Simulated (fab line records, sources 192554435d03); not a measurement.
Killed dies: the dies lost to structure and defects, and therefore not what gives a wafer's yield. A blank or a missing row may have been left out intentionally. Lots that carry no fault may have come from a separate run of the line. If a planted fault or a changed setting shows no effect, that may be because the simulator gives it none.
Split-lot study + flow n5-finfet + 21 wafers read across 7 lots, on a route 1938 steps long

ABOUT THE SPLIT
At N5_BEOL_M6_COAT_59 (time 60 s, resist thk 100 nm), the setting spin-rpm was moved away from the recipe's 1500 rpm on 5 of the 21 wafers read, by -9.7% to -3.9%. For the rest of the wafers, this setting stayed at what the recipe calls for.

FROM THE SPLIT TO THE READING: what the file shows between them, 7 steps
- N5_BEOL_M6_COAT_60: time 60 s, resist thk 35 nm
- N5_BEOL_M6_COAT_05: resist thk 90 nm
- N5_BEOL_M6_DESCUM_16: chemistry O2, time 7.9 s
- N5_BEOL_M6_ETCH_61: etches SiARC in CF4, target depth 45.5 nm, time 75.8 s
- N5_BEOL_M6_ETCH_62: etches SOC in N2/H2, target depth 110 nm, overetch 22 nm, time 165 s
- N5_BEOL_M6_STRIP_68: strips in N2/H2
- N5_BEOL_M6_STRIP_67: strips in CF4

THE READING
SOC_of_BEOL_M6_COAT_59.thk-nm (the simulator's own value, which no gauge read), in nm, at N5_BEOL_M6_HM_OPEN_17 (chemistry Cl2/BCl3, target TiN, target depth 20 nm, overetch 6 nm). The file does not state a usual value for it. The 16 wafers here that ran the recipe average 92.0 nm, standard deviation 0.43 nm.

| wafer  | tool, chamber at the split | spin-rpm as run, rpm | against the recipe | SOC_of_BEOL_M6_COAT_59.thk-nm, nm | against lot-mates on the recipe |
|--------|----------------------------|----------------------|--------------------|-----------------------------------|---------------------------------|
| L079.1 | litho-track-04, 0          | 1500                 | recipe             | 92.6                              | -                               |
| L079.5 | litho-track-04, 0          | 1500                 | recipe             | 92.2                              | -                               |
| L079.6 | litho-track-04, 0          | 1500                 | recipe             | 92.4                              | -                               |
| L081.1 | litho-track-04, 0          | 1500                 | recipe             | 92.2                              | -                               |
| L081.2 | litho-track-04, 0          | 1355                 | -9.7%              | 96.8                              | +4.6                            |
| L081.5 | litho-track-04, 0          | 1355                 | -9.7%              | 97                                | +4.8                            |
| L084.1 | litho-track-03, 0          | 1500                 | recipe             | 91.4                              | -                               |
| L084.2 | litho-track-03, 0          | 1500                 | recipe             | 91.8                              | -                               |
| L084.4 | litho-track-03, 0          | 1500                 | recipe             | 91.8                              | -                               |
| L087.2 | litho-track-02, 0          | 1500                 | recipe             | 92                                | -                               |
| L087.3 | litho-track-02, 0          | 1500                 | recipe             | 92.2                              | -                               |
| L087.4 | litho-track-02, 0          | 1500                 | recipe             | 91.6                              | -                               |
| L091.2 | litho-track-02, 0          | 1500                 | recipe             | 92.2                              | -                               |
| L091.3 | litho-track-02, 0          | 1435                 | -4.3%              | 94                                | +1.9                            |
| L091.5 | litho-track-02, 0          | 1500                 | recipe             | 92                                | -                               |
| L093.2 | litho-track-03, 0          | 1500                 | recipe             | 91.4                              | -                               |
| L093.4 | litho-track-03, 0          | 1500                 | recipe             | 91.4                              | -                               |
| L093.6 | litho-track-03, 0          | 1500                 | recipe             | 91.4                              | -                               |
| L096.1 | litho-track-04, 0          | 1442                 | -3.9%              | 94.4                              | +1.6                            |
| L096.2 | litho-track-04, 0          | 1500                 | recipe             | 92.8                              | -                               |
| L096.5 | litho-track-04, 0          | 1442                 | -3.9%              | 94.6                              | +1.8                            |

FIT RESULTS
A straight line over all 21 wafers: SOC_of_BEOL_M6_COAT_59.thk-nm changes by -0.522 nm for each +1% of spin-rpm; r = -0.97; the points scatter about the line by 0.44 nm.
The same after taking each lot's own level away (the mean of its wafers on the recipe; 21 wafers): -0.479 nm for each +1%; r = -0.99; scatter 0.16 nm.
According to that fit, moving spin-rpm by its largest amount changes the reading by 4.6 nm.
Measured against the standard deviation above, the lots' own levels, which go from 91.40 to 92.80 nm, span 3.2 times it.
Consequently the slope shifts little with the lot-to-lot level, the two slopes agreeing.
Check: for one of the wafers moved furthest among these (-9.7%), held out of the fit, the line's prediction against its lot-mates is +4.62 nm. It came out at +4.6 nm against them.

OTHER SPLITS APPLIED TO THESE WAFERS
Note: prior to the reading, these wafers also went through further splits. Each is held against what the fit with the lots' levels taken away leaves over:
| other split on the same wafers | wafers away from the commonest value | r with SOC_of_BEOL_M6_COAT_59.thk-nm (lot level and that fit taken away) |
|--------------------------------|--------------------------------------|--------------------------------------------------------------------------|
| N5_BEOL_M4_DESCUM_33 time-s    | 6                                    | +0.13                                                                    |
| N5_BEOL_M5_ILD_DEP_00 time-s   | 10                                   | +0.28                                                                    |
| N5_BEOL_M5_DEP_56 time-s       | 6                                    | +0.33                                                                    |

THE WHOLE CHAIN: every reading that the file lists as answering this split, in the file's order
| step                  | what it does                                                         | reading                                                                        | change (the file's fit)               | r (the file's) |
|-----------------------|----------------------------------------------------------------------|--------------------------------------------------------------------------------|---------------------------------------|----------------|
| N5_BEOL_M6_COAT_59    | time 60 s, resist thk 100 nm                                         | SOC_of_BEOL_M6_COAT_59.thk-nm (the simulator's own value, which no gauge read) | -0.521 nm for each +1% of the setting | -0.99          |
| N5_BEOL_M6_ETCH_62    | etches SOC in N2/H2, target depth 110 nm, overetch 22 nm, time 165 s | etch.depth-nm (the simulator's own value, which no gauge read)                 | -0.52 nm for each +1% of the setting  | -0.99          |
| N5_BEOL_M6_HM_OPEN_17 | chemistry Cl2/BCl3, target TiN, target depth 20 nm, overetch 6 nm    | SOC_of_BEOL_M6_COAT_59.thk-nm (the simulator's own value, which no gauge read) | -0.474 nm for each +1% of the setting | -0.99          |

THE FILE'S OWN FIT
SOC_of_BEOL_M6_COAT_59.thk-nm changes by -0.474 nm for each +1% of spin-rpm, r = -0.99.
